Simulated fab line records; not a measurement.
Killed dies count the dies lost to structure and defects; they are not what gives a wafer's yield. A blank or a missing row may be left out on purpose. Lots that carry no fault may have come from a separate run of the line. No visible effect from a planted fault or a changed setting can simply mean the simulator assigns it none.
fab line records | flow nandHarc | part 2 of 2: steps 23 to 32 of 32
record lots=5 wafers=15 lastDay=24
route steps=1159 shown A_CHANNEL_FILL_D1@497 A_STAIRCASE@519
lots that met no fault: from a run of the same line without faults
startH: start of the lot's first displayed wafer, in hours after the record's first day | waitH: time in hours since the lot's previous step | " identical to the entry in the row above | L1.1+2: one row covering several wafers at once | - no value present, or no start provided | * or withheld: withheld | < > ~ a bound
route shown NAME@n: names a module that has steps shown in the file, with the first one's number in the route | usual: mean/standard deviation of fault-free wafers | same: alike in all rows | chamber/n: place in a boat | sites: readings site by site | _std_site: the standard deviation of these | _edge_site: mean of outer sites minus mean of inner sites | radiusMm: how far each site lies from the wafer's centre | mask NAME#n: copy n | behind: the last tool/chamber to shape the wafer | hold: what put the lot on hold/how long, in hours/how the hold closed | device: names the non-switching transistor (n, p or np) | end of line: the route-end tests of the same wafers | where a step has no rows: the recipe by itself | killed: count of dies lost to structure and defects at first sort (not the wafer's yield) | map: per-die view of a wafer (x killed, . not killed, _ where there is no die)
set.NAME: the run value of the setting; set.NAME@STEP: its run value at that earlier step | model.NAME: the simulator's own value behind a step, which no gauge read
lots at selected steps of the route; one table per step, one row per wafer
services: the hour from which a tool's chamber was out of use, counted from the record's first day as startH (under 0 if before that day), plus the number of hours and why
## steps
# step NHARC_A_STAIRCASE_COAT_160
# recipe spinRpm=1200
# usual spinSpeedRpm=1200.0/0.78
# columns lot.wafer tool chamber startH waitH spinSpeedRpm
L076.3 lithoTrack-02 0 - - 1199.1
L076.4 " 0 " " 1200.4
L076.6 " 0 " " 1200.2
L074.2 lithoTrack-03 0 - - 1200.9
L074.5 " 0 " " 1200.7
L074.6 " 0 " " 1199.9
L081.3 lithoTrack-07 0 - - 1199.1
L081.5 " 0 " " 1201.3
L081.6 " 0 " " 1198.7
L085.1 lithoTrack-03 0 - - 1200.0
L085.4 " 0 " " 1199.2
L085.5 " 0 " " 1199.5
L094.1 lithoTrack-02 0 - - 1200.1
L094.5 " 0 " " 1199.9
L094.6 " 0 " " 1199.2
# step NHARC_A_STAIRCASE_SOFTBAKE_161
# recipe tempC=135 timeS=170
# columns lot.wafer tool chamber startH waitH
L076.3+4+6 lithoTrack-02 0 - -
L074.2+5+6 lithoTrack-03 0 - -
L081.3+5+6 lithoTrack-07 0 - -
L085.1+4+5 lithoTrack-03 0 - -
L094.1+5+6 lithoTrack-02 0 - -
# step NHARC_A_STAIRCASE_EBR_162
# columns lot.wafer tool chamber startH waitH
L076.3+4+6 lithoTrack-02 0 - -
L074.2+5+6 lithoTrack-03 0 - -
L081.3+5+6 lithoTrack-07 0 - -
L085.1+4+5 lithoTrack-03 0 - -
L094.1+5+6 lithoTrack-02 0 - -
# step NHARC_A_STAIRCASE_EXPOSE_163
# recipe na=0.5 doseMj=20.01 maskId=STAIR_OPEN
# columns lot.wafer tool chamber startH waitH mask
L076.3+4+6 krfScanner-03 0 244.24 - STAIR_OPEN#0
L074.2+5+6 krfScanner-03 0 254.16 - STAIR_OPEN#0
L081.3+5+6 krfScanner-04 0 264.49 - STAIR_OPEN#0
L085.1+4+5 krfScanner-04 0 288.74 - STAIR_OPEN#0
L094.1+5+6 krfScanner-03 0 351.75 - STAIR_OPEN#0
# step NHARC_A_STAIRCASE_PEB_164
# recipe pebTempC=115 pebTimeS=130
# columns lot.wafer tool chamber startH waitH
L076.3+4+6 lithoTrack-07 0 244.29 0.1
L074.2+5+6 lithoTrack-03 0 254.22 0.1
L081.3+5+6 lithoTrack-03 0 264.55 0.1
L085.1+4+5 lithoTrack-03 0 288.81 0.1
L094.1+5+6 lithoTrack-07 0 351.81 0.1
# step NHARC_A_STAIRCASE_DEVELOP_165
# recipe timeS=140
# columns lot.wafer tool chamber startH waitH
L076.3+4+6 lithoTrack-07 0 - -
L074.2+5+6 lithoTrack-03 0 - -
L081.3+5+6 lithoTrack-03 0 - -
L085.1+4+5 lithoTrack-03 0 - -
L094.1+5+6 lithoTrack-07 0 - -
# step NHARC_A_STAIRCASE_HARDBAKE_167
# recipe tempC=120 timeS=140
# columns lot.wafer tool chamber startH waitH
L076.3+4+6 lithoTrack-03 0 244.52 -
L074.2+5+6 lithoTrack-02 0 254.44 -
L081.3+5+6 lithoTrack-02 0 264.77 -
L085.1+4+5 lithoTrack-03 0 289.03 -
L094.1+5+6 lithoTrack-07 0 352.03 -
# step NHARC_A_STAIRCASE_DESCUM_168
# recipe timeS=3 o2FlowSccm=200 arFlowSccm=0 biasPowerW=0 chemistry=O2
# usual chamberPressureMTorr=60.00/0.05 drypumpMotorCurrentA=5.9/0.46 oesProductAu=0.997/0.0096 rfVppV=57.7/0.8 showerheadPlenumPTorr=1.90/0.059 throttleValvePct=11.312/0.0086
# columns lot.wafer tool chamber startH waitH chamberPressureMTorr drypumpMotorCurrentA oesProductAu rfHoursCounterH rfVppV showerheadPlenumPTorr throttleValvePct
L076.3 rieDiel-05 3 244.68 - 60.00 5.7 0.995 24 57.5 1.85 11.319
L076.6 " 3 " " 60.00 5.7 0.988 - 56.4 1.84 11.316
L076.4 " 0 " " 59.99 5.8 0.994 - 59.1 1.87 11.299
L074.2 rieDiel-05 0 254.54 - 60.05 5.9 0.980 32 57.3 1.87 11.306
L074.6 " 3 " " 59.97 5.7 0.980 - 57.9 1.84 11.310
L074.5 " 0 " " 59.96 5.9 0.989 - 56.7 1.87 11.317
L081.3 rieDiel-06 3 264.87 - 59.99 6.1 1.004 8 58.3 1.96 11.309
L081.5 " 1 " " 60.08 5.7 1.002 - 58.1 1.91 11.301
L081.6 " 2 " " 60.01 5.4 1.003 - 56.9 1.86 11.324
L085.1 rieDiel-06 2 289.13 - 59.93 5.4 0.992 16 56.7 1.86 11.305
L085.4 " 3 " " 59.97 6.1 1.002 18 58.3 1.95 11.311
L085.5 " 2 " " 60.06 5.4 0.987 - 57.3 1.86 11.302
L094.1 rieDiel-10 1 352.14 - 60.01 6.7 1.006 58 57.9 1.85 11.295
L094.5 " 0 " " 59.90 5.4 1.000 - 59.1 1.97 11.307
L094.6 " 1 " " 59.93 6.7 1.000 - 57.5 1.85 11.309
# step NHARC_A_STAIRCASE_ETCH_169
# recipe targetDepthA=500 timeS=107.1 ionEnergyEv=120 ch3fFlowSccm=50 o2FlowSccm=30 arFlowSccm=200 rfW=500 biasW=100 chemistry=CH3F/O2
# usual chamberPressureMTorr=25.003/0.023 drypumpMotorCurrentA=5.9/0.45 oesProductAu=0.951/0.021 rfVppV=244.1/1.2 showerheadPlenumPTorr=2.44/0.073 throttleValvePct=20.663/0.0093
# columns lot.wafer tool chamber startH waitH chamberPressureMTorr drypumpMotorCurrentA oesProductAu rfHoursCounterH rfVppV showerheadPlenumPTorr throttleValvePct
L076.3 rieDiel-05 3 247.37 2.7 25.014 5.7 0.919 26 244.4 2.37 20.679
L076.6 " 2 " " 25.011 6.7 0.926 - 245.4 2.57 20.672
L076.4 " 0 " " 25.022 5.9 0.922 - 244.7 2.41 20.669
L074.2 rieDiel-05 2 254.61 0.1 25.027 6.7 0.968 26 245.8 2.57 20.669
L074.6 " 2 " " 25.015 6.7 0.975 - 246.9 2.57 20.639
L074.5 " 3 " " 24.992 5.7 0.942 - 243.3 2.37 20.669
L081.3 rieDiel-06 2 264.95 0.1 24.996 5.4 0.971 8 243.2 2.40 20.663
L081.5 " 1 " " 25.013 5.7 0.948 - 245.3 2.45 20.673
L081.6 " 2 " " 25.019 5.4 0.971 - 244.1 2.40 20.665
L085.1 rieDiel-06 1 289.22 0.1 25.029 5.7 0.952 16 243.3 2.45 20.659
L085.4 " 2 " " 25.033 5.4 0.947 16 244.7 2.39 20.667
L085.5 " 3 " " 24.993 6.1 0.978 - 244.8 2.51 20.658
L094.1 rieDiel-10 2 352.28 0.1 24.996 6.2 0.944 61 244.1 2.50 20.662
L094.5 " 0 " " 25.012 5.5 0.926 - 246.0 2.52 20.667
L094.6 " 1 " " 25.014 6.7 0.922 - 245.0 2.37 20.658
# step NHARC_A_STAIRCASE_ETCH_170
# recipe targetDepthA=2000 timeS=66.667 ionEnergyEv=250 c4f6FlowSccm=25 o2FlowSccm=20 arFlowSccm=500 rfW=600 biasW=500 chemistry=C4F6/O2
# usual chamberPressureMTorr=30.004/0.026 drypumpMotorCurrentA=5.9/0.44 oesProductAu=0.970/0.014 rfVppV=546.5/2.4 showerheadPlenumPTorr=3.90/0.11 throttleValvePct=26.903/0.0085
# columns lot.wafer tool chamber startH waitH chamberPressureMTorr drypumpMotorCurrentA oesProductAu rfHoursCounterH rfVppV showerheadPlenumPTorr throttleValvePct
L076.3 rieDiel-05 3 - - 30.010 5.7 0.967 26 544.2 3.79 26.900
L076.6 " 3 " " 30.022 5.7 0.963 - 544.8 3.79 26.912
L076.4 " 0 " " 30.020 5.9 0.970 - 546.4 3.85 26.910
L074.2 rieDiel-05 2 - - 30.007 6.7 0.972 26 548.0 4.09 26.899
L074.5 " 2 " " 30.003 6.7 0.976 - 551.4 4.09 26.908
L074.6 " 3 " " 29.995 5.7 0.969 - 545.2 3.79 26.899
L081.3 rieDiel-06 0 - - 30.000 6.2 0.988 8 548.9 4.00 26.911
L081.5 " 3 " " 30.052 6.2 0.990 - 550.3 4.01 26.895
L081.6 " 0 " " 30.000 6.2 0.993 - 549.2 4.00 26.897
L085.1 rieDiel-06 3 - - 29.991 6.1 0.979 18 547.3 4.00 26.907
L085.4 " 1 " " 30.028 5.7 0.968 16 546.1 3.91 26.897
L085.5 " 3 " " 30.018 6.2 0.981 - 549.1 4.00 26.923
L094.1 rieDiel-10 1 - - 30.015 6.7 0.968 59 543.2 3.80 26.906
L094.5 " 1 " " 29.972 6.7 0.965 - 542.8 3.80 26.905
L094.6 " 2 " " 30.037 6.3 0.977 - 547.9 3.99 26.901
## services
# columns tool chamber startH hours kind
lithoTrack-07 - 189.00 7.0 pm
rieDiel-10 - 189.74 0.2 repair
wetBench-05 - 196.86 8.0 pm
lithoTrack-03 - 213.00 7.0 pm
cmp-02 - 226.50 4.0 pm
rieDiel-05 2 232.68 11.8 repair
rieDiel-05 3 238.63 4.1 repair
rieDiel-05 1 240.59 11.9 repair
rieDiel-06 - 241.24 9.0 pm
rieDiel-09 - 254.13 9.0 pm
rieDiel-04 1 260.05 3.1 repair
rieDiel-04 0 264.88 18.9 repair
rieDiel-05 0 278.79 4.6 repair
rieDiel-09 3 283.21 3.2 repair
rieDiel-04 - 288.90 9.0 pm
rieDiel-04 2 302.93 5.4 repair
wetBench-06 - 305.60 8.0 pm
rieDiel-04 2 308.51 34.0 repair
wetBench-05 - 323.05 32.4 repair
cmp-02 - 324.50 4.0 pm
rieDiel-04 0 329.18 4.4 repair
lithoTrack-02 - 340.01 7.0 pm
lpcvdPoly-01 - 341.22 3.5 repair
rieDiel-05 - 341.57 9.0 pm
